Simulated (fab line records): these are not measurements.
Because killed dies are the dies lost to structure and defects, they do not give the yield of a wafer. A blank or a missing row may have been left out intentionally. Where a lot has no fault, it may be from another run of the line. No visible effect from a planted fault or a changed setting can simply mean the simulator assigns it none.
Matching of chambers | flow n5 finfet | rie diel-06 running N5_FIN_SAQP_STRIP_70: 4 sister chambers
The step strips in N2/H2. 8 wafers are shown with their chamber, then 8 later ones without.

== WAFERS PAIRED WITH THEIR CHAMBERS ==
wafer  | chamber | drypump motor current A (A) | showerhead plenum p Torr (Torr)
L085.1 | 0       | 6.3                         | 3.29
L092.1 | 3       | 6.6                         | 3.41
L092.2 | 1       | 4.9                         | 3.21
L092.3 | 2       | 5.4                         | 3.26
L094.1 | 2       | 5.4                         | 3.25
L094.5 | 1       | 4.9                         | 3.21
L094.6 | 0       | 6.2                         | 3.28
L095.2 | 3       | 6.6                         | 3.41

== WAFERS WITH NO CHAMBER GIVEN ==
wafer  | drypump motor current A (A) | showerhead plenum p Torr (Torr)
L095.3 | 6.2                         | 3.28
L095.4 | 4.9                         | 3.21
L096.1 | 6.3                         | 3.28
L096.2 | 6.6                         | 3.40
L096.4 | 4.9                         | 3.20
L097.2 | 5.4                         | 3.25
L097.4 | 4.8                         | 3.20
L097.5 | 5.5                         | 3.25

== WHICH CHAMBER EACH ONE RAN IN ==
wafer  | from the rows above | in truth
L095.3 | 0                   | 0
L095.4 | 1                   | 1
L096.1 | 0                   | 0
L096.2 | 3                   | 3
L096.4 | 1                   | 1
L097.2 | 2                   | 2
L097.4 | 1                   | 1
L097.5 | 2                   | 2
Correctly placed: 8 of 8. From these rows, 0 cannot be placed. Wrongly placed: 0.
How it was worked out, from the rows above alone: a wafer's distance from a chamber is the root of the sum, over the readings, of the square of ((its reading less the chamber's mean) divided by the reading's scatter). If the next closest chamber is less than 2 further off than the closest, the wafer can't be placed; otherwise it belongs to the closest. Each chamber's mean is taken over the wafers shown for it. The scatter is the square root of a quotient: the sum, over the shown wafers, of each reading's squared deviation from its chamber's mean, divided by wafers minus chambers.
